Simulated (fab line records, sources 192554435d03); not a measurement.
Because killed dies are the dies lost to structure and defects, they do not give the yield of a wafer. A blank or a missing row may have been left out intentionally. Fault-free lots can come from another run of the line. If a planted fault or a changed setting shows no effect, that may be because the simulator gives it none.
Chamber matching | flow n5-finfet | 4 sister chambers for N5_BEOL_M2_ETCH_77 on rie-diel-01
The step etches underlayer in N2/H2, target depth 6.5 nm, time 5.2 s. 20 wafers are shown with their chamber, then 10 later ones without.

== WAFERS WITH THEIR CHAMBER ==
wafer  | chamber | throttle-valve-pct (%) | showerhead-plenum-p-Torr (Torr) | drypump-motor-current-A (A)
L074.2 | 2       | 17.68                  | 2.58                            | 5.6
L074.3 | 1       | 17.43                  | 2.44                            | 5.8
L074.5 | 1       | 17.40                  | 2.44                            | 5.7
L076.1 | 1       | 17.43                  | 2.44                            | 5.8
L076.2 | 3       | 18.13                  | 2.47                            | 5.5
L076.6 | 1       | 17.43                  | 2.44                            | 5.8
L080.1 | 1       | 17.44                  | 2.44                            | 5.7
L080.2 | 3       | 18.11                  | 2.47                            | 5.5
L080.6 | 1       | 17.44                  | 2.44                            | 5.7
L083.2 | 2       | 17.70                  | 2.57                            | 5.7
L083.3 | 3       | 18.15                  | 2.46                            | 5.4
L083.4 | 0       | 17.83                  | 2.42                            | 6.2
L082.2 | 3       | 18.15                  | 2.46                            | 5.4
L082.4 | 1       | 17.46                  | 2.43                            | 5.8
L082.5 | 1       | 17.47                  | 2.43                            | 5.8
L085.3 | 1       | 17.47                  | 2.43                            | 5.8
L085.4 | 3       | 18.18                  | 2.46                            | 5.4
L085.5 | 2       | 17.73                  | 2.57                            | 5.6
L087.3 | 1       | 17.46                  | 2.43                            | 5.8
L087.4 | 2       | 17.70                  | 2.56                            | 5.6

SIGNATURES, as means of the wafers listed above
reading                  | chamber 0 | chamber 1 | chamber 2 | chamber 3 | scatter within a chamber
throttle-valve-pct       | 17.8300   | 17.4430   | 17.7025   | 18.1440   | 0.0229
showerhead-plenum-p-Torr | 2.4200    | 2.4360    | 2.5700    | 2.4640    | 0.00592
drypump-motor-current-A  | 6.200     | 5.770     | 5.625     | 5.440     | 0.0503
Rule: for a wafer and a chamber, the distance is found by dividing, reading by reading, the gap between the wafer's reading and the chamber's mean by the reading's scatter, squaring, summing and taking the root. The wafer belongs to the nearest chamber; if the next one is less than 2 further off, it can't be placed. How the scatter is found: for the shown wafers, subtract from each reading the mean of its chamber, square and add these, divide the total by (wafers less chambers), then take the root.

== WAFERS MISSING THEIR CHAMBER ==
wafer  | throttle-valve-pct (%) | showerhead-plenum-p-Torr (Torr) | drypump-motor-current-A (A)
L087.6 | 17.46                  | 2.43                            | 5.8
L088.1 | 17.49                  | 2.43                            | 5.8
L088.3 | 17.72                  | 2.56                            | 5.6
L088.4 | 18.20                  | 2.46                            | 5.5
L095.4 | 17.50                  | 2.42                            | 5.8
L095.5 | 18.21                  | 2.45                            | 5.4
L095.6 | 17.73                  | 2.56                            | 5.6
L097.2 | 17.50                  | 2.42                            | 5.8
L097.3 | 18.21                  | 2.45                            | 5.5
L097.5 | 17.89                  | 2.41                            | 6.2

== WHICH CHAMBER EACH WENT THROUGH ==
wafer  | from the rows above | in truth
L087.6 | 1                   | 1
L088.1 | 1                   | 1
L088.3 | 2                   | 2
L088.4 | 3                   | 3
L095.4 | 1                   | 1
L095.5 | 3                   | 3
L095.6 | 2                   | 2
L097.2 | 1                   | 1
L097.3 | 3                   | 3
L097.5 | 0                   | 0
Placed correctly: 10 of 10. Not placeable from these rows: 0. Wrongly placed: 0.
